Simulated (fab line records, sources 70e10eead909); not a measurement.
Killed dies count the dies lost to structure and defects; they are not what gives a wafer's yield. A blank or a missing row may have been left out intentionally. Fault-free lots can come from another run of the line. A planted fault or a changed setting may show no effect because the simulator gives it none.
Problem report, 8D (eight disciplines) form, completed by code | flow nand-harc | the parts of the form that need people (team, actions taken, sign-off) are left out

1. PROBLEM STATEMENT
cd-nm at NHARC_A_CHANNEL_HOLE_D1_CD_MEAS_10 reads a mean of 96.8 nm on 6 wafers of 2 lots; wafers without a fault read 100.0 nm with a standard deviation of 0.43. That puts it -7.4 standard deviations away from the usual mean.
The step: target cd 100 nm.
Seen first at day 10 12:38 on cd-sem-01, wafer L919.2. Wafers with a number at this step in the record: 36, from 12 lots. Rule for "out", or "out of limits": more than 4 standard deviations from the usual mean. The other wafers with a number count as sound.

2. WHAT IT IS AND WHAT IT IS NOT
question                    | is                     | is not
which readings at this step | cd-nm                  | -
which lots                  | L919, L925             | L914, L915, L916, L917, L918, L927, L928, L930, L935, L936
which wafers of those lots  | all that have a number | -
read on which gauges        | cd-sem-01, cd-sem-02   | cd-sem-03
when                        | from day 10 12:38      | up to then (12 sound wafers); but 18 sound wafers of L918, L927, L928, L930, L935, L936 came after

3. SUSPECTS, AND WHAT RULES EACH OUT
Counting: a tool at a process step up to the reading stays a suspect if it ran every lot that is out and no sound lot after the first of them.
- the gauge at NHARC_A_CHANNEL_HOLE_D1_CD_MEAS_10 has been ruled out. 2 gauges (cd-sem-01, cd-sem-02) read the wafers that are out.
- arfi-scanner-02 at NHARC_A_CHANNEL_HOLE_D1_EXPOSE_07 (exposes mask HOLE D1, target cd 100 nm): kept. It ran every lot that is out, first L919 (day 10 12:29), and no sound lot after that; its last sound lot up to then is L917 (day 9 15:43). On those wafers its own readings are out: exposure-dose-mJ-cm2.
The count leaves arfi-scanner-02 at NHARC_A_CHANNEL_HOLE_D1_EXPOSE_07.

4. THE CAUSE (what the simulator had put in)
Process parameters drifting: arfi-scanner-02 at NHARC_A_CHANNEL_HOLE_D1_EXPOSE_07, beginning at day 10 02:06. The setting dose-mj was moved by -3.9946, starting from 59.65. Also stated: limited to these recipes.
Only this tool survived the counting.

5. THE EFFECT CHAIN, in route order
One row per reading whose mean, taken over the struck wafers that have a number, lies over 3 standard deviations from the usual. Only readings for which the record gives a usual standard deviation are gone through. hours: the time from each lot's start at the first step in this table that gives one to its start at this step, as a median over the lots. sigmas: the change in usual standard deviations.
hours | step                               | reading              | usual    | on struck wafers | change | sigmas
0     | NHARC_A_CHANNEL_HOLE_D1_EXPOSE_07  | exposure-dose-mJ-cm2 | 59.65    | 56.02            | -3.62  | -60
0     | NHARC_A_CHANNEL_HOLE_D1_CD_MEAS_10 | cd-nm                | 100.0 nm | 96.8             | -3.2   | -7.4
Here are the process steps it includes:
- NHARC_A_CHANNEL_HOLE_D1_EXPOSE_07: exposes mask HOLE D1, target cd 100 nm.
Later steps that measure or inspect, where all struck wafers having a row at the step show a number for every such reading and not one has moved that far: NHARC_A_CHANNEL_HOLE_D1_CD_MEAS_30.

6. HOW IT WOULD HAVE BEEN CAUGHT EARLIER
11 hours passed between the start of the fault at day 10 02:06 and the first reading out of limits at a measuring or inspecting step in this record, taken at day 10 12:38.
At NHARC_A_CHANNEL_HOLE_D1_EXPOSE_07, the tool's own readings (exposure-dose-mJ-cm2) were out on each struck wafer the step has a row for, so an alarm limit on them would have fired on the first such wafer.
Among the 2 lots that are out, L925 began NHARC_A_CHANNEL_HOLE_D1_EXPOSE_07 on arfi-scanner-02 after day 10 12:38. It would have been spared by a hold on the tool at that moment.
